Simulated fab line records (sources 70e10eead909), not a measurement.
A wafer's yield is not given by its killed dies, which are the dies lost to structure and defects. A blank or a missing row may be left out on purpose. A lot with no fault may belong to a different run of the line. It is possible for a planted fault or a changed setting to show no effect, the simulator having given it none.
A struck lot beside a sound one + flow nandHarc + 14 out of 1302 route steps
Sound: wafers L498.1, L498.3, L498.4. Struck: wafer L490.5. (L490.1 of the same lot was not struck and is left out.) The cause comes at the end.
At each step with rows: each side's tool, then ch and its chambers, then its first start. Under that, the readings that differ: sound wafers + struck wafers + difference of the means + sigmas: that difference in standard deviations of wafers without a fault.
alike: a reading whose means differ by less than 2 such deviations, as well as words and numbers matching on both sides. not compared: withheld readings; readings where some wafer has no value; bounds like >300 that might hide an equal value; numbers whose values overlap and for which the record gives no deviation.
The two part at a step that has a row with sigmas, a row that says differs or no value, or rows on one side only. Non-overlapping numbers with no deviation appear without sigmas and do not part them. Lack of a reading on every wafer of one side parts them only where that side has two or more wafers.

first, 7 steps without rows for these wafers: NHARC_A_BLC_COAT_03 (time 65 s); NHARC_A_BLC_COAT_04 (resist thk 90 nm); NHARC_A_BLC_SOFTBAKE_05 (time 55 s); NHARC_A_BLC_EBR_06; NHARC_A_BLC_EXPOSE_07 (exposes mask A BLC, target cd 100 nm); NHARC_A_BLC_PEB_08 (peb time 65 s); NHARC_A_BLC_DEVELOP_09 (develop time 35 s).
NHARC_A_BLC_CD_MEAS_10: target cd 100 nm.
  sound on cdSem-03 ch 0, day 28 12:29; struck on cdSem-02 ch 0, day 25 21:59
  alike: cdNm
NHARC_A_BLC_OVL_MEAS_11:
  sound on overlay-02 at day 28 12:35; struck on overlay-02 at day 25 22:05
  alike: overlayXNm, overlayYNm
NHARC_A_BLC_INSPECT_12:
  sound on defectInspect-01 at day 28 12:38; struck on defectInspect-02 at day 25 22:07
  alike: rawDefectCount
NHARC_A_BLC_DESCUM_15: chemistry O2, time 3 s.
  sound on rieDiel-05 ch 1,2,3, day 28 12:41; struck on rieDiel-07 ch 0, day 25 22:11
  alike: drypumpMotorCurrentA, oesProductAu, rfVppV, showerheadPlenumPTorr, throttleValvePct
  not compared: rfHoursCounterH
NHARC_A_BLC_ETCH_16: etches the open film in CF4, target depth 39 nm, time 65 s.
  sound on rieDiel-05 ch 0,1,2, day 28 12:47; struck on rieDiel-07 ch 3, day 25 22:16
| reading              | sound                | struck | difference | sigmas |
|----------------------|----------------------|--------|------------|--------|
| runLengthS (s)       | 85.5 85.9 85.4       | 86.6   | +1.0       | +2     |
| throttleValvePct (%) | 13.282 13.308 13.285 | 13.266 | -0.026     | -3     |
  alike: drypumpMotorCurrentA, oesProductAu, rfVppV, showerheadPlenumPTorr
  not compared: rfHoursCounterH
NHARC_A_BLC_ETCH_17: etches the open film in N2/H2, target depth 390 nm, time 609.38 s.
  sound on rieDiel-05 ch 1,2,3, day 28 12:52; struck on rieDiel-07 ch 0, day 25 22:24
| reading             | sound             | struck | difference | sigmas |
|---------------------|-------------------|--------|------------|--------|
| oesProductAu (a.u.) | 0.984 0.967 0.998 | 1.014  | +0.031     | +3     |
| runLengthS (s)      | 629.9 630.1 630.6 | 585.8  | -44.4      | -93    |
  alike: drypumpMotorCurrentA, rfVppV, showerheadPlenumPTorr, throttleValvePct
  not compared: rfHoursCounterH
NHARC_A_BLC_ETCH_18: etches the open film in C4F8/O2/Ar, target depth 910 nm.
  sound on rieDiel-05 ch 0,1,2; struck on rieDiel-07 ch 0
  alike: oesProductAu, rfVppV
  not compared: rfHoursCounterH

WHERE THEY PART
At NHARC_A_BLC_ETCH_16 first; at NHARC_A_BLC_ETCH_17 last (within this record only). Later steps at which nothing parts them and some readings are alike: NHARC_A_BLC_ETCH_18.

WHY: whatever the simulator had introduced
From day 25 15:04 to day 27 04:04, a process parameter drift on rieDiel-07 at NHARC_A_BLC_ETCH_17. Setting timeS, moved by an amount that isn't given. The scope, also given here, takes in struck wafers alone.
